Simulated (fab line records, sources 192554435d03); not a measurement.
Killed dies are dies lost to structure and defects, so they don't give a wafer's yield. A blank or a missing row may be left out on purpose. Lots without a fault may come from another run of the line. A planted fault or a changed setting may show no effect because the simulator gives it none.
Which tool did it? | flow n5_finfet | 11 lots, 33 wafers sampled, at 3 steps of a route of 1938

WHAT THE GAUGES READ, wafer by wafer
N5_BEOL_M7_CD_MEAS_11: target cd 38.5 nm. Usual: cd_nm 38.4 nm, standard deviation 0.43.
lot  | measured     | on        | cd_nm (nm)     | flag
L165 | day 10 01:54 | cd_sem-03 | 38.0 38.1 38.5 |
L166 | day 10 09:34 | cd_sem-01 | 37.7 38.0 38.2 |
L168 | day 10 22:19 | cd_sem-02 | 38.1 37.8 38.2 |
L167 | day 10 22:32 | cd_sem-01 | 38.4 37.8 38.8 |
L169 | day 11 04:52 | cd_sem-03 | 38.9 38.6 38.2 |
L173 | day 12 00:02 | cd_sem-03 | 38.8 38.3 39.0 |
L176 | day 13 09:46 | cd_sem-01 | 37.7 38.1 38.0 |
L178 | day 13 11:20 | cd_sem-02 | 38.0 38.0 38.0 |
L183 | day 14 22:08 | cd_sem-03 | 38.1 37.8 38.5 |
L181 | day 14 22:21 | cd_sem-01 | 38.1 38.0 38.3 |
L182 | day 14 22:31 | cd_sem-01 | 37.9 38.8 38.9 |

WHICH TOOL RAN EACH LOT (tool, then ch and the chambers of the sampled wafers, then the start)
lot  | N5_BEOL_M6_SPUTTER_48        | N5_BEOL_M6_DEP_56
L165 | pvd_sputter-02, day 9 22:37  | pecvd-02 ch 0,2, day 9 23:29
L166 | pvd_sputter-02, day 10 06:01 | pecvd-01 ch 1,2, day 10 07:05
L168 | pvd_sputter-02, day 10 18:41 | pecvd-04 ch 0,2, day 10 19:33
L167 | pvd_sputter-03, day 10 18:51 | pecvd-01 ch 0,1, day 10 19:50
L169 | pvd_sputter-02, day 11 01:16 | pecvd-01 ch 0,1,2, day 11 02:11
L173 | pvd_sputter-03, day 11 21:28 | pecvd-04 ch 0,1, day 11 22:25
L176 | pvd_sputter-02, day 13 05:03 | pecvd-01 ch 0,2, day 13 06:07
L178 | pvd_sputter-03, day 13 08:56 | pecvd-04 ch 1,2, day 13 09:49
L183 | pvd_sputter-02, day 14 18:38 | pecvd-01 ch 1,2, day 14 19:33
L181 | pvd_sputter-03, day 14 18:39 | pecvd-04 ch 0,1,2, day 14 19:47
L182 | pvd_sputter-02, day 14 18:50 | pecvd-02 ch 0,2, day 14 19:55
- N5_BEOL_M6_SPUTTER_48: material Cu, target thk 10 nm, time 1.667 s.
- N5_BEOL_M6_DEP_56: deposits SiCN from 3MS/NH3, target thk 10 nm, time 17.5 s.

WHAT THE TOOLS THEMSELVES READ (means of the sampled wafers that have a number; where no wafer has one, the mark that the record gives instead)
N5_BEOL_M6_SPUTTER_48. Usual: throttle_valve_pct 29.4 %, standard deviation 1.1.
lot  | tool           | throttle_valve_pct (%) | flag
L165 | pvd_sputter-02 | 29.4                   |
L166 | pvd_sputter-02 | 29.3                   |
L168 | pvd_sputter-02 | 28.7                   |
L167 | pvd_sputter-03 | 30.1                   |
L169 | pvd_sputter-02 | 28.6                   |
L173 | pvd_sputter-03 | 29.6                   |
L176 | pvd_sputter-02 | 28.1                   |
L178 | pvd_sputter-03 | 29.8                   |
L183 | pvd_sputter-02 | 28.5                   |
L181 | pvd_sputter-03 | 29.4                   |
L182 | pvd_sputter-02 | 28.7                   |

N5_BEOL_M6_DEP_56. Usual: showerhead_plenum_p_Torr 3.661 Torr, standard deviation 0.012; throttle_valve_pct 9.0 %, standard deviation 0.53.
lot  | tool     | showerhead_plenum_p_Torr (Torr) | throttle_valve_pct (%) | flag
L165 | pecvd-02 | 3.646                           | 9.2                    |
L166 | pecvd-01 | 3.669                           | 8.6                    |
L168 | pecvd-04 | 3.659                           | 8.1                    |
L167 | pecvd-01 | 3.659                           | 9.4                    |
L169 | pecvd-01 | 3.660                           | 8.9                    |
L173 | pecvd-04 | 3.660                           | 8.9                    |
L176 | pecvd-01 | 3.665                           | 9.1                    |
L178 | pecvd-04 | 3.661                           | 8.4                    |
L183 | pecvd-01 | 3.660                           | 8.9                    |
L181 | pecvd-04 | 3.660                           | 8.8                    |
L182 | pecvd-02 | 3.646                           | 9.2                    |

THE ANSWER, worked out from the rows above alone
Rule: a lot is off if the mean of its wafers that have a number lies more than 3 standard deviations from the usual mean. A lot without any number at a reading at which 4 lots or more have one is off too. The other lots that the step has rows for count as sound. The gauges are gone through in route order, then the tools' own readings, and for those a lot's mean is taken as printed above. The first step at which some lot is off is used, and at that step the reading that is off furthest; a lot without a number counts as furthest.
No lot is off at any reading shown: from this, nothing can be told.

WHAT THE SIMULATOR HAD PUT IN
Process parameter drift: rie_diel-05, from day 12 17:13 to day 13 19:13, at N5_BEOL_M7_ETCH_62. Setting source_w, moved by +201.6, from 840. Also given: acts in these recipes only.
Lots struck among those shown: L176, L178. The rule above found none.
